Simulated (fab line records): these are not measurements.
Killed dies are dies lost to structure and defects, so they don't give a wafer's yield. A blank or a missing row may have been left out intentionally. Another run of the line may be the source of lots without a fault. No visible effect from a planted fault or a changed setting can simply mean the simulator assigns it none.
Comparing a struck lot with a sound one + flow n5_finfet + 16 steps out of a route of 1938
Sound: these wafers, L903.3, L903.4, L903.5. Struck: wafers L905.1, L905.5. (L905.2 of the same lot was not struck and is left out.) The cause comes at the end.
Order at every step that has rows: each side's tool, ch and its chambers, its first start. Under that, the readings that differ: sound wafers + struck wafers + difference of the means + sigmas: that difference in standard deviations of wafers without a fault.
alike: same words and numbers on both sides, and readings whose means sit less than 2 such deviations apart. not compared: any withheld reading, any reading some wafer has no value for, any bound like >300 that may hide the same value, and any number with overlapping values for which the record gives no deviation.
The two part at a step that has a row with sigmas, a row that says differs or no value, or rows on one side only. Non-overlapping numbers with no deviation appear without sigmas and do not part them. Lack of a reading on every wafer of one side parts them only where that side has two or more wafers.

N5_BEOL_M3_CMP_52: polishes, stops on SiOC, t overpolish 6.8 s, target thk 40 nm.
  sound on cmp-01 ch 0,1,3, day 9 10:30; struck on cmp-01 ch 1,3, day 9 20:17
  alike: barrier_field_endpoint_s, motor_current_A, overpolish_run_s, time_to_endpoint_s
N5_BEOL_M3_THK_MEAS_53: measures by xrf.
  sound: film_metro-02 at day 9 10:43; struck: film_metro-01 at day 9 20:35
  alike: M3_THK
then, 1 step without rows for these wafers: N5_BEOL_M3_PRE_CLEAN_60 (time 15 s).
N5_BEOL_M3_CO_CAP_55: material Co, precursor CCTBA/H2, target thk 2 nm, time 102.1 s.
  sound on cvd_co-02 ch 1,2, day 9 10:48; struck on cvd_co-02 ch 0,2, day 9 20:40
  alike: heater_power_w, susceptor_temp_C
then, 2 steps without rows for these wafers: N5_BEOL_M3_PRE_CLEAN_56 (time 15 s); N5_BEOL_M3_DEP_57 (deposits SiCN from 3MS/NH3, target thk 8 nm, time 14 s).
N5_BEOL_M3_RS_MEAS_58: measurement is done with a four-point probe.
  sound: film_metro-01 at day 9 10:59; struck: film_metro-02 at day 9 20:50
  alike: M3_RS
N5_BEOL_M3_INSPECT_59: inspects for defects (darkfield).
  sound: defect_inspect-02 at day 9 11:01; struck: defect_inspect-01 at day 9 20:52
| reading          | sound    | struck  | difference | sigmas |
|------------------|----------|---------|------------|--------|
| raw_defect_count | 72 40 29 | 121 100 | +64        | +3     |
N5_BEOL_M4_ILD_DEP_00: deposits SiOC from DEMS/O2, target thk 79 nm, time 15.3 s.
  sound on pecvd-04 ch 0,1, day 9 11:04; struck on pecvd-02 ch 1,2, day 9 20:55
  alike: heater_power_w, showerhead_plenum_p_Torr, susceptor_temp_C, throttle_valve_pct
N5_BEOL_M4_THK_MEAS_01:
  sound: film_metro-01 at day 9 11:08; struck: film_metro-02 at day 9 20:58
  alike: M4_ILD_THK
N5_BEOL_M4_PECVD_72: deposits SiO2 from TEOS/O2, target thk 16 nm, time 18 s.
  sound on pecvd-02 ch 0,1, day 9 11:10; struck on pecvd-02 ch 0,2, day 9 21:01
  alike: heater_power_w, showerhead_plenum_p_Torr, susceptor_temp_C, throttle_valve_pct
N5_BEOL_M4_HM_DEP_02: deposits TiN, target thk 20 nm.
  sound: pvd_sputter-01 at day 9 14:30; struck: pvd_sputter-03 at day 9 21:54
  alike: susceptor_temp_C, throttle_valve_pct
N5_BEOL_M4_COAT_61: time 60 s, resist thk 60 nm.
  sound on litho_track-03 ch 0, day 9 14:38; struck on litho_track-02 ch 0, day 9 22:01
| reading                  | sound             | struck      | difference | sigmas |
|--------------------------|-------------------|-------------|------------|--------|
| heater_power_total_W (W) | 502.7 499.0 501.6 | 674.3 672.0 | +172.0     | +91    |
| run_length_s (s)         | 66.30 66.21 66.26 | 43.75 43.76 | -22.50     | -94    |
  alike: spin_speed_rpm
  not compared: model.SOC_of_BEOL_M4_COAT_61.thk_nm
then, 1 step without rows for these wafers: N5_BEOL_M4_COAT_62 (time 60 s, resist thk 12 nm).
N5_BEOL_M4_RC_MEAS_101:
  sound on prober-01 ch 0, day 10 01:11; struck on prober-01 ch 0, day 10 05:02
| reading       | sound       | struck  | difference | sigmas |
|---------------|-------------|---------|------------|--------|
| ION_N (uA/um) | 672 655 677 | 685 693 | +21        | +2     |
| ION_P (uA/um) | 456 448 453 | 468 471 | +17        | +2     |
  alike: DIBL_N, DIBL_P, IOFF_N, IOFF_P, SS_N, SS_P, VT_N, VT_P
N5_PASSIVATION_PROBE_49:
  the record holds rows for the sound wafers here (prober-01, day 14 21:08) but none for the struck ones

== WHERE THEY PART ==
First at N5_BEOL_M3_INSPECT_59; last, within this record, at N5_PASSIVATION_PROBE_49.

WHY: what had been put in by the simulator
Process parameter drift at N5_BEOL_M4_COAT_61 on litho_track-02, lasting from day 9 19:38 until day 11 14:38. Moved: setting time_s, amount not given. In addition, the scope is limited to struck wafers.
